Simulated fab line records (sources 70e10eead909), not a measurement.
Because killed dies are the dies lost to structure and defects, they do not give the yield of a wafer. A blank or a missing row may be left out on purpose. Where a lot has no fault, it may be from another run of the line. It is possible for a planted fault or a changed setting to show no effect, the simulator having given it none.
Chamber matching / flow nand_harc / cmp-01 running NHARC_A_STAIRCASE_CMP_450: 4 sister chambers
The step polishes SiO2, target thk 200 nm. 8 wafers are shown with their chamber, then 7 later ones without.

== WAFERS PAIRED WITH THEIR CHAMBERS ==
wafer=L419.2; chamber=0; motor_current_A (A)=13.5; edge_zone_pressure_frac=1.005
wafer=L426.1; chamber=1; motor_current_A (A)=12.0; edge_zone_pressure_frac=0.997
wafer=L426.3; chamber=2; motor_current_A (A)=11.6; edge_zone_pressure_frac=0.999
wafer=L426.5; chamber=0; motor_current_A (A)=13.8; edge_zone_pressure_frac=1.004
wafer=L434.4; chamber=1; motor_current_A (A)=12.1; edge_zone_pressure_frac=1.003
wafer=L434.6; chamber=3; motor_current_A (A)=10.5; edge_zone_pressure_frac=0.999
wafer=L436.1; chamber=2; motor_current_A (A)=11.5; edge_zone_pressure_frac=0.996
wafer=L436.3; chamber=3; motor_current_A (A)=10.0; edge_zone_pressure_frac=0.989

== WAFERS MISSING THEIR CHAMBER ==
wafer=L436.4; motor_current_A (A)=12.4; edge_zone_pressure_frac=0.999
wafer=L438.1; motor_current_A (A)=11.8; edge_zone_pressure_frac=1.006
wafer=L438.3; motor_current_A (A)=12.1; edge_zone_pressure_frac=0.998
wafer=L438.6; motor_current_A (A)=12.3; edge_zone_pressure_frac=1.005
wafer=L437.3; motor_current_A (A)=11.6; edge_zone_pressure_frac=0.994
wafer=L437.4; motor_current_A (A)=9.9; edge_zone_pressure_frac=1.004
wafer=L437.6; motor_current_A (A)=12.3; edge_zone_pressure_frac=1.001

== CHAMBER TAKEN BY EACH ==
wafer=L436.4; from the rows above=1; in truth=1
wafer=L438.1; from the rows above=can't be placed: 1 or 2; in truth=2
wafer=L438.3; from the rows above=1; in truth=1
wafer=L438.6; from the rows above=1; in truth=1
wafer=L437.3; from the rows above=can't be placed: 2 or 1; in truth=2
wafer=L437.4; from the rows above=3; in truth=3
wafer=L437.6; from the rows above=1; in truth=1
Correctly placed: 5 of 7. These rows do not allow placing 2 (true chamber among the candidates in 2). Placed wrongly: 0.
How it was worked out, from the rows above alone: a wafer's distance from a chamber is the root of the sum, over the readings, of the square of ((its reading less the chamber's mean) divided by the reading's scatter). If the next closest chamber is less than 2 further off than the closest, the wafer can't be placed; otherwise it belongs to the closest. The mean given for a chamber averages the wafers shown for that chamber. The scatter: the root of (the sum of the squares of (reading less its chamber's mean) over the shown wafers, divided by (wafers less chambers)).
